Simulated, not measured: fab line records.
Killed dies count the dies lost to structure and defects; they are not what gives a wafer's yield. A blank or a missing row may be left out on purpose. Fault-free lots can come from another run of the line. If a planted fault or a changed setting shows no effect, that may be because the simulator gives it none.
Chamber matching    flow nand harc    4 sister chambers for NHARC_P_GATE_ETCH_32 on rie si-02
The step etches the open film in HBr/Cl2, target depth 150 nm, time 100.1 s. 8 wafers are shown with their chamber, then 7 later ones without.

== WAFERS, EACH WITH ITS CHAMBER ==
wafer   chamber  oes product au (a.u.)  rf fwd power W (W)
L389.4  1        0.985                  395.6
L389.6  1        0.991                  393.9
L391.6  3        1.001                  397.5
L397.4  2        0.991                  395.9
L397.5  3        0.999                  398.8
L397.6  0        1.003                  396.9
L398.1  2        1.000                  395.2
L398.4  0        1.005                  395.0

== WAFERS WITHOUT THEIR CHAMBER ==
wafer   oes product au (a.u.)  rf fwd power W (W)
L398.6  0.999                  395.5
L404.2  0.999                  396.8
L404.3  0.997                  395.5
L404.6  0.988                  397.2
L405.3  0.992                  396.7
L405.5  0.996                  399.4
L405.6  0.996                  397.7

== EACH ONE'S CHAMBER ==
wafer   from the rows above                in truth
L398.6  can't be placed: 2 or 0 or 3 or 1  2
L404.2  can't be placed: 3 or 2 or 0       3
L404.3  can't be placed: 2 or 0            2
L404.6  can't be placed: 1 or 2 or 3 or 0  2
L405.3  can't be placed: 2 or 1 or 3 or 0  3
L405.5  3                                  3
L405.6  can't be placed: 3 or 2 or 0       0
1 of 7 placed correctly. Cannot be placed on the basis of these rows: 6; the candidates contain the true chamber in 6. Wrongly placed: 0.
How it was worked out, from the rows above alone: a wafer's distance from a chamber is the root of the sum, over the readings, of the square of ((its reading less the chamber's mean) divided by the reading's scatter). If the next closest chamber is less than 2 further off than the closest, the wafer can't be placed; otherwise it belongs to the closest. The mean given for a chamber averages the wafers shown for that chamber. How the scatter is found: for the shown wafers, subtract from each reading the mean of its chamber, square and add these, divide the total by (wafers less chambers), then take the root.
